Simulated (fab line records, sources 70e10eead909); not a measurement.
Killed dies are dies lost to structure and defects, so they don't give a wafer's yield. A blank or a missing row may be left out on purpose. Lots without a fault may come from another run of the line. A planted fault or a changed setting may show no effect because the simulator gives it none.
One fault seen from 3 desks | flow nand_harc | each desk has only its own numbers; what lay behind them comes last

THE DEFECT DESK
What the inspections along the route counted, lot by lot: means of the sampled wafers that have a number. A lot is out of limits, marked OUT, if its mean lies more than 4 standard deviations from the usual mean; the brackets give that distance.
Columns: A = raw_defect_count at NHARC_THIN_TSV_INSPECT_40, usual 557
lot  | first seen here | A
L832 | day 24 09:59    | 431
L833 | day 24 09:59    | 590
L834 | day 24 22:03    | 561
L835 | day 25 16:56    | 576
L836 | day 26 02:51    | 611
L838 | day 26 02:51    | 500
L839 | day 27 17:32    | 545
L841 | day 27 17:32    | 526
L840 | day 28 01:26    | 535
L842 | day 29 06:38    | 548
L843 | day 29 06:38    | 565
L855 | day 33 09:37    | 716
This desk's finding: nothing out of limits on any of the 12 lots.

THE TOOL OWNER'S DESK: cvd_w-02
The tool's own readings at NHARC_A_WL_FILL_CVD_03 (deposits W, target thk 40 nm, time 279 s): means of the sampled wafers that have a number, for each lot that ran on this tool. A lot is out of limits, marked OUT, if its mean lies more than 4 standard deviations from the usual mean; the brackets give that distance.
Columns: A = heater_power_outer_w at NHARC_A_WL_FILL_CVD_03, usual 251 W; B = heater_power_w at NHARC_A_WL_FILL_CVD_03, usual 443 W; C = mfc_wf6_sccm at NHARC_A_WL_FILL_CVD_03, usual 40.00 sccm; D = throttle_valve_pct at NHARC_A_WL_FILL_CVD_03, usual 8.0 %
lot  | first seen here | A   | B   | C     | D
L833 | day 20 07:56    | 272 | 469 | 39.95 | 7.9
L836 | day 22 04:50    | 255 | 445 | 39.97 | 7.8
L839 | day 23 15:31    | 256 | 444 | 40.02 | 7.6
L840 | day 23 20:46    | 256 | 440 | 39.98 | 7.8
L843 | day 25 03:48    | 255 | 444 | 40.15 | 7.8
L850 | day 28 10:25    | 252 | 437 | 39.96 | 7.6
L851 | day 28 15:37    | 253 | 434 | 39.97 | 7.5
This desk's finding: nothing out of limits on any of the 7 lots.

THE METROLOGY DESK
What the gauges read, lot by lot, whatever tool the lot ran on: means of the sampled wafers that have a number. A lot is out of limits, marked OUT, if its mean lies more than 4 standard deviations from the usual mean; the brackets give that distance.
Columns: A = cd_nm at NHARC_THIN_TSV_CD_MEAS_33, usual 5000.0 nm
lot  | first seen here | A
L832 | day 24 03:37    | 5000.9
L833 | day 24 04:15    | 5000.5
L834 | day 24 15:59    | 5000.1
L835 | day 25 10:54    | 4999.1
L836 | day 25 19:11    | 4998.8
L838 | day 25 22:45    | 5000.8
L841 | day 27 11:32    | 4999.6
L839 | day 27 12:36    | 5001.4
L840 | day 27 19:26    | 4999.8
L843 | day 28 21:05    | 5000.7
L842 | day 28 22:08    | 4999.4
L855 | day 33 02:48    | 4999.6
This desk's finding: nothing out of limits on any of the 12 lots.

PUT TOGETHER
The defect desk saw nothing out of limits.
The tool owner's desk saw nothing out of limits.
The metrology desk saw nothing out of limits.

WHAT THE SIMULATOR HAD PUT IN
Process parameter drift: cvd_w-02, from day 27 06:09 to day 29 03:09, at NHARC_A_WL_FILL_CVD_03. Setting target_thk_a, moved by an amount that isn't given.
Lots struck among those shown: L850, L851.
